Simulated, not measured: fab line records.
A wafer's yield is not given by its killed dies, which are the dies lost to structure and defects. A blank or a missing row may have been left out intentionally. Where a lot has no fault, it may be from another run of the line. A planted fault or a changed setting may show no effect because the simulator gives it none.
Chamber matching || flow nand-harc || NHARC_THIN_TSV_ETCHBACK_48 on rie-diel-13: 4 sister chambers
The step etches the open film in C4F8/Ar, target depth 1028.5 nm, time 405.17 s. 4 wafers are shown with their chamber, then 8 later ones without.

== WAFERS PAIRED WITH THEIR CHAMBERS ==
{"wafer": "L339.5", "chamber": 3, "rf-vpp-V (V)": 546}
{"wafer": "L342.2", "chamber": 2, "rf-vpp-V (V)": 542}
{"wafer": "L342.3", "chamber": 0, "rf-vpp-V (V)": 551}
{"wafer": "L341.2", "chamber": 1, "rf-vpp-V (V)": 543}

== WAFERS WITHOUT THEIR CHAMBER ==
{"wafer": "L341.5", "rf-vpp-V (V)": 543}
{"wafer": "L341.6", "rf-vpp-V (V)": 544}
{"wafer": "L344.1", "rf-vpp-V (V)": 546}
{"wafer": "L344.4", "rf-vpp-V (V)": 544}
{"wafer": "L344.5", "rf-vpp-V (V)": 543}
{"wafer": "L345.1", "rf-vpp-V (V)": 541}
{"wafer": "L345.4", "rf-vpp-V (V)": 544}
{"wafer": "L345.5", "rf-vpp-V (V)": 545}

== CHAMBER TAKEN BY EACH ==
{"wafer": "L341.5", "from the rows above": "can't be placed: 1 or 2", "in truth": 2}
{"wafer": "L341.6", "from the rows above": "can't be placed: 1 or 2 or 3", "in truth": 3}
{"wafer": "L344.1", "from the rows above": 3, "in truth": 3}
{"wafer": "L344.4", "from the rows above": "can't be placed: 1 or 2 or 3", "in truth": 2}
{"wafer": "L344.5", "from the rows above": "can't be placed: 1 or 2", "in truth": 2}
{"wafer": "L345.1", "from the rows above": "can't be placed: 2 or 1", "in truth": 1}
{"wafer": "L345.4", "from the rows above": "can't be placed: 1 or 2 or 3", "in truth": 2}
{"wafer": "L345.5", "from the rows above": "can't be placed: 3 or 1", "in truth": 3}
Correct placement for 1 of the 8. These rows do not allow placing 7 (true chamber among the candidates in 7). Placed wrongly: 0.
How it was worked out, from the rows above alone: a wafer's distance from a chamber is the root of the sum, over the readings, of the square of ((its reading less the chamber's mean) divided by the reading's scatter). The wafer belongs to the nearest chamber; if the next one is less than 2 further off, it can't be placed. The mean given for a chamber averages the wafers shown for that chamber. The scatter (one wafer shown for each chamber): square how far every hidden wafer sits from the nearest shown wafer, average those squares and take the square root.
